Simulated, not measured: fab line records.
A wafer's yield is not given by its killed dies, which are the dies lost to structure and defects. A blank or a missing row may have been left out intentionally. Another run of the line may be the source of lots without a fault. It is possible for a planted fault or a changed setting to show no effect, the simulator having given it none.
Comparing a struck lot with a sound one    flow nand-harc    40 steps out of a route of 1302
Sound: these wafers, L957.1, L957.3, L957.6. Struck: wafers L970.1, L970.2, L970.5. The cause comes at the end.
Order at every step that has rows: each side's tool, ch and its chambers, its first start. Under that, the readings that differ: sound wafers    struck wafers    difference of the means    sigmas: that difference in standard deviations of wafers without a fault.
alike: same words and numbers on both sides, and readings whose means sit less than 2 such deviations apart. not compared: any withheld reading, any reading some wafer has no value for, any bound like >300 that may hide the same value, and any number with overlapping values for which the record gives no deviation.
Wherever a step has rows on one side only, a row that says differs or no value, or a row with sigmas, the two part there. Numbers that don't overlap but have no deviation are shown without sigmas and don't part them. A reading missing from all wafers of one side parts the sides only when that side holds two or more wafers.

first, 3 steps without rows for these wafers: NHARC_A_CONTACT_ETCH_137 (etches the open film in C4F8/O2/Ar, time 311 s, target depth 1912 nm); NHARC_A_CONTACT_ETCH_138 (etches the open film in C4F8/O2/Ar, time 311 s, target depth 1914 nm); NHARC_A_CONTACT_ETCH_139 (etches the open film in C4F8/O2/Ar, time 195 s, target depth 840 nm).
NHARC_A_CONTACT_ETCH_92: etches the open film in CH3F/O2, target depth 40 nm, time 85.7 s.
  sound on rie-diel-12 ch 0,1, day 23 08:08; struck on rie-diel-01 ch 0,2,3, day 29 10:41
reading                sound           struck          difference  sigmas
oes-product-au (a.u.)  1.00 1.01 0.99  0.93 0.92 0.91  -0.08       -2
  alike: drypump-motor-current-A, rf-vpp-V, showerhead-plenum-p-Torr, throttle-valve-pct
  not compared: rf-hours-counter-h
NHARC_A_CONTACT_ETCH_98: etches the open film in C4F6/O2, target depth 20 nm, time 10 s.
  sound on rie-diel-12 ch 0,1,2, day 23 08:17; struck on rie-diel-01 ch 0,2,3
reading                sound              struck             difference  sigmas
oes-product-au (a.u.)  1.002 1.001 1.009  0.939 0.943 0.956  -0.058      -2
  alike: drypump-motor-current-A, rf-vpp-V, showerhead-plenum-p-Torr, throttle-valve-pct
  not compared: rf-hours-counter-h
NHARC_A_CONTACT_CD_MEAS_15:
  sound on cd-sem-01, day 23 08:23; struck on cd-sem-03, day 29 10:52
  alike: cd-nm
then, 6 steps without rows for these wafers: NHARC_A_CONTACT_STRIP_107 (strips in N2/H2); NHARC_A_CONTACT_STRIP_108 (strips in CF4/CHF3); NHARC_A_CONTACT_STRIP_109 (strips in O2/COS); NHARC_A_CONTACT_ETCH_110 (etches the open film in CF4/O2, target depth 60 nm, overetch 6 nm, time 33 s); NHARC_A_CONTACT_STRIP_26 (strips in O2); NHARC_A_CONTACT_STRIP_27 (strips in post etch residue remover, time 600 s).
NHARC_A_CONTACT_ALD_18: deposits TiN, target thk 3 nm, pulse time 1 s, ald cycles 150.
  sound on ald-metal-01 ch 0,3, day 23 09:19; struck on ald-metal-04 ch 0,3, day 29 11:49
  alike: heater-power-w, precursor-pulse-height-rel
NHARC_A_CONTACT_CVD_19: deposits W, target thk 300 nm, time 802 s.
  sound on cvd-w-01 ch 0; struck on cvd-w-01 ch 0,1
  alike: heater-power-w, throttle-valve-pct
then, 12 steps without rows for these wafers: NHARC_A_CONTACT_CMP_20 (polishes, t overpolish 30 s, target thk 300 nm); NHARC_A_CONTACT_SRD_22; NHARC_A_BLC_DEHYDRATE_00 (time 120 s); NHARC_A_BLC_HMDS_01 (time 30 s); NHARC_A_BLC_COAT_02 (time 75 s); NHARC_A_BLC_COAT_03 (time 65 s); NHARC_A_BLC_COAT_04 (resist thk 90 nm); NHARC_A_BLC_SOFTBAKE_05 (time 55 s); NHARC_A_BLC_EBR_06; NHARC_A_BLC_EXPOSE_07 (exposes mask A BLC, target cd 100 nm); NHARC_A_BLC_PEB_08 (peb time 65 s); NHARC_A_BLC_DEVELOP_09 (develop time 35 s).
NHARC_A_BLC_CD_MEAS_10: the cd target is 100 nm.
  sound on cd-sem-02 ch 0, day 23 11:12; struck on cd-sem-01 ch 0, day 29 13:49
  alike: cd-nm
NHARC_A_BLC_OVL_MEAS_11:
  sound on overlay-02, day 23 11:17; struck on overlay-01, day 29 13:55
  alike: overlay-x-nm, overlay-y-nm
then, 2 steps without rows for these wafers: NHARC_A_BLC_DESCUM_15 (chemistry O2, time 3 s); NHARC_A_BLC_ETCH_16 (etches the open film in CF4, target depth 39 nm, time 65 s).
NHARC_A_BLC_ETCH_17: etches the open film in N2/H2, target depth 390 nm, time 609.38 s.
  sound on rie-diel-09 ch 1,2,3; struck on rie-diel-09 ch 0,2,3
  alike: drypump-motor-current-A, oes-product-au, rf-vpp-V, showerhead-plenum-p-Torr, throttle-valve-pct
  not compared: rf-hours-counter-h
then, 1 step without rows for these wafers: NHARC_A_BLC_ETCH_18 (etches the open film in C4F8/O2/Ar, target depth 910 nm).
NHARC_A_BLC_CD_MEAS_19:
  sound on cd-sem-03, day 23 12:21; struck on cd-sem-03, day 29 14:58
  alike: cd-nm
NHARC_A_BLC_STRIP_29: strips in CF4.
  sound on rie-diel-07 ch 0,1,2, day 23 12:26; struck on rie-diel-09 ch 2,3, day 29 15:03
  alike: drypump-motor-current-A, oes-product-au, rf-vpp-V, showerhead-plenum-p-Torr, throttle-valve-pct
  not compared: rf-hours-counter-h
then, 5 steps without rows for these wafers: NHARC_A_BLC_STRIP_21 (strips in O2); NHARC_A_BLC_STRIP_22 (strips in post etch residue remover, time 600 s); NHARC_A_BLC_DEGAS_30 (time 60 s); NHARC_A_BLC_PRE_CLEAN_31 (time 15 s); NHARC_A_BLC_PVD_32 (deposits Ti, target thk 5 nm, time 17.7 s).
NHARC_END_SORT_01:
  only the struck wafers appear in the record here, on prober-01 ch 0 at day 31 09:40; the sound ones have no rows

WHERE THEY PART
Earliest at NHARC_A_CONTACT_ETCH_92; latest, in this record, at NHARC_END_SORT_01.

WHY: whatever the simulator had introduced
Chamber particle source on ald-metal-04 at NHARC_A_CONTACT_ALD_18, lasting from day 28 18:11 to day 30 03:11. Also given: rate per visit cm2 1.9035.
